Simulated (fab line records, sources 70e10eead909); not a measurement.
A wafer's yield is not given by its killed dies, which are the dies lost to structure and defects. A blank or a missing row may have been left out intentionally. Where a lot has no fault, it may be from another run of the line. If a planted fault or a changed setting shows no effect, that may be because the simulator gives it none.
fab line records + flow nand_harc + part 2 of 2: steps 24 to 29 of 29
record:
- lots: 5
- wafers: 15
- last_day: 30
route steps=1302 shown A_STAIRCASE@710
lots untouched by any fault: they come from a run of this same line in which no faults occurred
start_h: start of the lot's first displayed wafer, in hours after the record's first day + wait_h: hours since the lot's step before + " as in the row above + L1.1+2: several wafers, shown together as one row + - no value, or no start given + * or withheld: withheld + < > ~ a bound
route shown NAME@n: a module of which the file shows steps, and the number in the route of the first + usual: mean/standard deviation of fault-free wafers + same: alike in all rows + chamber/n: place in a boat + sites: the reading at each site + _std_site: the standard deviation of these + _edge_site: inner sites' mean taken away from outer sites' mean + radius_mm: for every site, how far away it sits from the centre of the wafer + mask NAME#n: copy n + behind: the last tool/chamber to shape the wafer + hold: what put the lot on hold/how long, in hours/how the hold closed + device: whichever transistor did not switch (one of n, p or np) + end of line: tests run on the same wafers once the route is complete + a step without rows: its recipe alone + killed: not the wafer's yield, but the dies lost to structure and defects at the first sort + map: shows each die of a wafer: x if killed, . if not, _ if none is there
set.NAME: the setting as run; set.NAME@STEP: as run at that earlier step + model.NAME: the simulator's own value behind a step, which no gauge read
lots at selected steps of the route; one table per step, one row per wafer
services: the hour from which a tool's chamber was out of use, counted from the record's first day as start_h (under 0 if before that day), plus the number of hours and why
== steps ==
step: NHARC_A_STAIRCASE_ETCH_221
recipe:
- target_depth_a: 1000
- time_s: 40.5
- ion_energy_ev: 400
- c4f8_flow_sccm: 20
- o2_flow_sccm: 10
- ar_flow_sccm: withheld
- rf_w: 600
- bias_w: 1000
- chemistry: C4F8/O2
usual:
- bias_w: 1000/3.3
- oes_product_au: 0.938/0.018
- rf_vpp_V: 896/5.5
| lot.wafer | tool        | chamber | start_h | wait_h | bias_w | oes_product_au | rf_hours_counter_h | rf_vpp_V |
|-----------|-------------|---------|---------|--------|--------|----------------|--------------------|----------|
| L075.2    | rie_diel-13 | 1       | -       | -      | 1002   | 0.959          | 5                  | 904      |
| L075.6    | "           | 0       | "       | "      | 998    | 0.951          | -                  | 888      |
| L075.5    | "           | 1       | "       | "      | 999    | 0.954          | -                  | 902      |
| L079.3    | rie_diel-01 | 2       | -       | -      | 1004   | 0.918          | 12                 | 893      |
| L079.4    | "           | 3       | "       | "      | 1000   | 0.914          | 12                 | 900      |
| L079.5    | "           | 2       | "       | "      | 1002   | 0.929          | -                  | 891      |
| L081.3    | rie_diel-02 | 2       | -       | -      | 1004   | 0.944          | 7                  | 891      |
| L081.2    | "           | 3       | "       | "      | 1002   | 0.931          | 6                  | 904      |
| L081.5    | "           | 0       | "       | "      | 1005   | 0.966          | -                  | 889      |
| L085.2    | rie_diel-02 | 1       | -       | -      | 1001   | 0.969          | 23                 | 898      |
| L085.3    | "           | 3       | "       | "      | 995    | 0.945          | 18                 | 904      |
| L085.4    | "           | 0       | "       | "      | 998    | 0.935          | 22                 | 889      |
| L089.2    | rie_diel-01 | 2       | -       | -      | 1004   | 0.937          | 47                 | 893      |
| L089.1    | "           | 3       | "       | "      | 1002   | 0.903          | 46                 | 899      |
| L089.6    | "           | 1       | "       | "      | 998    | 0.927          | -                  | 895      |
step: NHARC_A_STAIRCASE_TRIM_222
recipe:
- time_s: 211.2
- o2_flow_sccm: 500
- ar_flow_sccm: 0
- bias_w: 0
- chemistry: O2
usual:
- drypump_motor_current_A: 5.7/0.38
- oes_product_au: 1.002/0.016
- rf_vpp_V: 57.8/0.89
- showerhead_plenum_p_Torr: 3.54/0.15
- throttle_valve_pct: 17.036/0.0088
same:
- bias_w: 0
| lot.wafer | tool        | chamber | start_h | wait_h | drypump_motor_current_A | oes_product_au | rf_hours_counter_h | rf_vpp_V | showerhead_plenum_p_Torr | throttle_valve_pct |
|-----------|-------------|---------|---------|--------|-------------------------|----------------|--------------------|----------|--------------------------|--------------------|
| L075.2    | rie_diel-13 | 1       | -       | -      | 6.2                     | 1.020          | 5                  | 59.7     | 3.74                     | 17.036             |
| L075.6    | "           | 1       | "       | "      | 6.2                     | 1.022          | -                  | 60.4     | 3.74                     | 17.030             |
| L075.5    | "           | 2       | "       | "      | 5.5                     | 0.992          | -                  | 58.6     | 3.74                     | 17.038             |
| L079.4    | rie_diel-01 | 1       | -       | -      | 5.7                     | 0.988          | 10                 | 56.9     | 3.57                     | 17.045             |
| L079.3    | "           | 3       | "       | "      | 5.2                     | 0.976          | 12                 | 58.4     | 3.61                     | 17.028             |
| L079.5    | "           | 1       | "       | "      | 5.7                     | 0.995          | -                  | 59.1     | 3.57                     | 17.028             |
| L081.2    | rie_diel-02 | 1       | -       | -      | 5.3                     | 1.005          | 9                  | 57.4     | 3.61                     | 17.046             |
| L081.3    | "           | 2       | "       | "      | 5.9                     | 1.007          | 7                  | 57.6     | 3.36                     | 17.030             |
| L081.5    | "           | 0       | "       | "      | 5.6                     | 1.004          | -                  | 57.0     | 3.33                     | 17.035             |
| L085.4    | rie_diel-02 | 0       | -       | -      | 5.6                     | 0.993          | 22                 | 56.0     | 3.32                     | 17.034             |
| L085.3    | "           | 1       | "       | "      | 5.4                     | 1.024          | 23                 | 57.6     | 3.60                     | 17.026             |
| L085.2    | "           | 2       | "       | "      | 6.0                     | 1.001          | 20                 | 57.4     | 3.35                     | 17.055             |
| L089.2    | rie_diel-01 | 1       | -       | -      | 5.7                     | 0.985          | 36                 | 57.3     | 3.55                     | 17.033             |
| L089.1    | "           | 2       | "       | "      | 5.7                     | 1.000          | 47                 | 58.3     | 3.40                     | 17.028             |
| L089.6    | "           | 0       | "       | "      | 6.2                     | 1.001          | -                  | 57.4     | 3.37                     | 17.024             |
step: NHARC_A_STAIRCASE_ETCH_223
recipe:
- target_depth_a: 1000
- time_s: 40.5
- ion_energy_ev: 400
- c4f8_flow_sccm: 20
- o2_flow_sccm: 10
- ar_flow_sccm: withheld
- rf_w: 600
- bias_w: 1000
- chemistry: C4F8/O2
usual:
- bias_w: 1000/3.1
- oes_product_au: 0.943/0.02
- rf_vpp_V: 896/5.4
| lot.wafer | tool        | chamber | start_h | wait_h | bias_w | oes_product_au | rf_hours_counter_h | rf_vpp_V |
|-----------|-------------|---------|---------|--------|--------|----------------|--------------------|----------|
| L075.2    | rie_diel-13 | 0       | -       | -      | 1003   | 0.969          | 5                  | 887      |
| L075.5    | "           | 3       | "       | "      | 1001   | 0.985          | -                  | 900      |
| L075.6    | "           | 0       | "       | "      | 999    | 0.973          | -                  | 888      |
| L079.3    | rie_diel-01 | 1       | -       | -      | 996    | 0.920          | 11                 | 896      |
| L079.4    | "           | 2       | "       | "      | 1002   | 0.907          | 12                 | 892      |
| L079.5    | "           | 0       | "       | "      | 1001   | 0.921          | -                  | 891      |
| L081.3    | rie_diel-02 | 1       | -       | -      | 1005   | 0.948          | 9                  | 900      |
| L081.2    | "           | 2       | "       | "      | 995    | 0.950          | 7                  | 891      |
| L081.5    | "           | 1       | "       | "      | 1001   | 0.942          | -                  | 899      |
| L085.4    | rie_diel-02 | 1       | -       | -      | 1000   | 0.966          | 23                 | 900      |
| L085.2    | "           | 2       | "       | "      | 1003   | 0.951          | 20                 | 891      |
| L085.3    | "           | 3       | "       | "      | 999    | 0.926          | 19                 | 904      |
| L089.1    | rie_diel-01 | 3       | -       | -      | 1002   | 0.908          | 46                 | 898      |
| L089.2    | "           | 0       | "       | "      | 998    | 0.922          | 41                 | 890      |
| L089.6    | "           | 2       | "       | "      | 1005   | 0.942          | -                  | 892      |
step: NHARC_A_STAIRCASE_TRIM_224
recipe:
- time_s: 211.2
- o2_flow_sccm: 500
- ar_flow_sccm: 0
- bias_w: 0
- chemistry: O2
usual:
- drypump_motor_current_A: 5.6/0.37
- oes_product_au: 0.998/0.017
- rf_vpp_V: 57.7/0.98
- showerhead_plenum_p_Torr: 3.54/0.15
- throttle_valve_pct: 17.035/0.0085
same:
- bias_w: 0
| lot.wafer | tool        | chamber | start_h | wait_h | drypump_motor_current_A | oes_product_au | rf_hours_counter_h | rf_vpp_V | showerhead_plenum_p_Torr | throttle_valve_pct |
|-----------|-------------|---------|---------|--------|-------------------------|----------------|--------------------|----------|--------------------------|--------------------|
| L075.2    | rie_diel-13 | 2       | -       | -      | 5.5                     | 0.996          | 4                  | 58.4     | 3.74                     | 17.043             |
| L075.5    | "           | 0       | "       | "      | 6.3                     | 1.015          | -                  | 58.0     | 3.31                     | 17.039             |
| L075.6    | "           | 1       | "       | "      | 6.1                     | 1.028          | -                  | 58.4     | 3.74                     | 17.053             |
| L079.4    | rie_diel-01 | 1       | -       | -      | 5.7                     | 1.000          | 11                 | 57.2     | 3.57                     | 17.045             |
| L079.3    | "           | 2       | "       | "      | 5.7                     | 0.998          | 12                 | 57.9     | 3.42                     | 17.032             |
| L079.5    | "           | 1       | "       | "      | 5.7                     | 0.984          | -                  | 59.2     | 3.57                     | 17.048             |
| L081.3    | rie_diel-02 | 0       | -       | -      | 5.6                     | 0.995          | 8                  | 57.0     | 3.33                     | 17.041             |
| L081.2    | "           | 1       | "       | "      | 5.4                     | 0.993          | 9                  | 57.1     | 3.61                     | 17.046             |
| L081.5    | "           | 0       | "       | "      | 5.6                     | 0.998          | -                  | 57.6     | 3.33                     | 17.046             |
| L085.2    | rie_diel-02 | 2       | -       | -      | 6.0                     | 0.994          | 20                 | 58.6     | 3.35                     | 17.027             |
| L085.3    | "           | 3       | "       | "      | 5.3                     | 0.990          | 19                 | 58.5     | 3.74                     | 17.011             |
| L085.4    | "           | 0       | "       | "      | 5.6                     | 0.990          | 22                 | 55.9     | 3.32                     | 17.036             |
| L089.2    | rie_diel-01 | 2       | -       | -      | 5.7                     | 0.994          | 47                 | 57.6     | 3.40                     | 17.030             |
| L089.1    | "           | 1       | "       | "      | 5.7                     | 1.001          | 36                 | 57.9     | 3.55                     | 17.039             |
| L089.6    | "           | 3       | "       | "      | 5.1                     | 0.965          | -                  | 57.2     | 3.59                     | 17.027             |
step: NHARC_A_STAIRCASE_ETCH_225
recipe:
- target_depth_a: 1000
- time_s: 40.5
- ion_energy_ev: 400
- c4f8_flow_sccm: 20
- o2_flow_sccm: 10
- ar_flow_sccm: withheld
- rf_w: 600
- bias_w: 1000
- chemistry: C4F8/O2
usual:
- bias_w: 999.9/3
- oes_product_au: 0.942/0.017
- rf_vpp_V: 896/5.4
| lot.wafer | tool        | chamber | start_h | wait_h | bias_w | oes_product_au | rf_hours_counter_h | rf_vpp_V |
|-----------|-------------|---------|---------|--------|--------|----------------|--------------------|----------|
| L075.2    | rie_diel-13 | 1       | -       | -      | 1004.4 | 0.950          | 5                  | 903      |
| L075.6    | "           | 3       | "       | "      | 994.3  | 0.982          | -                  | 901      |
| L075.5    | "           | 0       | "       | "      | 998.2  | 0.963          | -                  | 889      |
| L079.3    | rie_diel-01 | 1       | -       | -      | 999.3  | 0.925          | 11                 | 898      |
| L079.4    | "           | 3       | "       | "      | 1007.5 | 0.914          | 12                 | 899      |
| L079.5    | "           | 0       | "       | "      | 1005.0 | 0.938          | -                  | 891      |
| L081.3    | rie_diel-02 | 0       | -       | -      | 996.8  | 0.938          | 8                  | 887      |
| L081.2    | "           | 2       | "       | "      | 996.9  | 0.958          | 7                  | 892      |
| L081.5    | "           | 0       | "       | "      | 995.2  | 0.937          | -                  | 890      |
| L085.3    | rie_diel-02 | 3       | -       | -      | 996.1  | 0.928          | 19                 | 904      |
| L085.2    | "           | 0       | "       | "      | 1001.4 | 0.928          | 22                 | 888      |
| L085.4    | "           | 1       | "       | "      | 1000.4 | 0.974          | 23                 | 899      |
| L089.1    | rie_diel-01 | 3       | -       | -      | 996.9  | 0.913          | 46                 | 898      |
| L089.2    | "           | 1       | "       | "      | 1002.6 | 0.923          | 36                 | 898      |
| L089.6    | "           | 0       | "       | "      | 1000.4 | 0.938          | -                  | 891      |
step: NHARC_A_STAIRCASE_TRIM_226
recipe:
- time_s: 211.2
- o2_flow_sccm: 500
- ar_flow_sccm: 0
- bias_w: 0
- chemistry: O2
usual:
- drypump_motor_current_A: 5.7/0.39
- oes_product_au: 1.000/0.018
- rf_vpp_V: 57.7/0.94
- showerhead_plenum_p_Torr: 3.53/0.15
- throttle_valve_pct: 17.039/0.0086
same:
- bias_w: 0
| lot.wafer | tool        | chamber | start_h | wait_h | drypump_motor_current_A | oes_product_au | rf_hours_counter_h | rf_vpp_V | showerhead_plenum_p_Torr | throttle_valve_pct |
|-----------|-------------|---------|---------|--------|-------------------------|----------------|--------------------|----------|--------------------------|--------------------|
| L075.2    | rie_diel-13 | 3       | -       | -      | 5.2                     | 1.030          | 4                  | 57.6     | 3.67                     | 17.040             |
| L075.5    | "           | 3       | "       | "      | 5.2                     | 1.030          | -                  | 58.4     | 3.67                     | 17.045             |
| L075.6    | "           | 0       | "       | "      | 6.3                     | 1.009          | -                  | 57.7     | 3.31                     | 17.030             |
| L079.4    | rie_diel-01 | 2       | -       | -      | 5.7                     | 0.991          | 13                 | 60.5     | 3.42                     | 17.033             |
| L079.3    | "           | 1       | "       | "      | 5.6                     | 0.989          | 11                 | 57.6     | 3.57                     | 17.038             |
| L079.5    | "           | 2       | "       | "      | 5.7                     | 0.983          | -                  | 57.0     | 3.42                     | 17.045             |
| L081.3    | rie_diel-02 | 1       | -       | -      | 5.4                     | 0.997          | 9                  | 58.3     | 3.61                     | 17.039             |
| L081.2    | "           | 3       | "       | "      | 5.3                     | 0.978          | 6                  | 57.9     | 3.74                     | 17.025             |
| L081.5    | "           | 2       | "       | "      | 6.0                     | 0.996          | -                  | 56.9     | 3.36                     | 17.030             |
| L085.2    | rie_diel-02 | 1       | -       | -      | 5.4                     | 1.015          | 23                 | 57.2     | 3.60                     | 17.045             |
| L085.3    | "           | 2       | "       | "      | 5.9                     | 0.991          | 20                 | 57.1     | 3.35                     | 17.029             |
| L085.4    | "           | 0       | "       | "      | 5.6                     | 0.983          | 22                 | 56.9     | 3.32                     | 17.052             |
| L089.1    | rie_diel-01 | 2       | -       | -      | 5.7                     | 0.987          | 47                 | 57.2     | 3.40                     | 17.028             |
| L089.2    | "           | 0       | "       | "      | 6.2                     | 0.987          | 41                 | 57.4     | 3.37                     | 17.028             |
| L089.6    | "           | 1       | "       | "      | 5.7                     | 0.980          | -                  | 56.1     | 3.55                     | 17.037             |
== services ==
| tool            | chamber | start_h | hours | kind   |
|-----------------|---------|---------|-------|--------|
| rie_diel-13     | -       | 342.01  | 9.0   | pm     |
| plasma_asher-01 | -       | 342.42  | 9.0   | pm     |
| rie_diel-02     | 3       | 351.81  | 12.9  | repair |
| wet_bench-01    | -       | 354.16  | 11.9  | repair |
| krf_scanner-02  | -       | 360.03  | 1.0   | repair |
| wet_bench-06    | -       | 360.09  | 2.0   | repair |
| wet_bench-06    | -       | 369.60  | 8.0   | pm     |
| rie_diel-13     | 1       | 378.30  | 5.1   | repair |
| rie_diel-01     | -       | 380.90  | 9.0   | pm     |
| rie_diel-13     | 3       | 391.08  | 21.6  | repair |
| rie_diel-02     | -       | 393.92  | 9.0   | pm     |
| plasma_asher-01 | -       | 395.31  | 2.4   | repair |
| krf_scanner-03  | -       | 396.00  | 4.0   | pm     |
| litho_track-02  | -       | 402.00  | 7.0   | pm     |
| litho_track-07  | -       | 426.00  | 7.0   | pm     |
| plasma_asher-02 | -       | 428.72  | 9.0   | pm     |
| rie_diel-01     | 1       | 431.94  | 13.4  | repair |
| wet_bench-05    | -       | 436.80  | 8.0   | pm     |
| wet_bench-01    | -       | 453.60  | 8.0   | pm     |
| krf_scanner-03  | -       | 454.31  | 5.7   | repair |
| litho_track-05  | -       | 474.00  | 7.0   | pm     |
| rie_diel-13     | 1       | 492.24  | 6.6   | repair |
| wet_bench-06    | -       | 494.52  | 6.9   | repair |
| rie_diel-13     | 0       | 495.00  | 16.7  | repair |
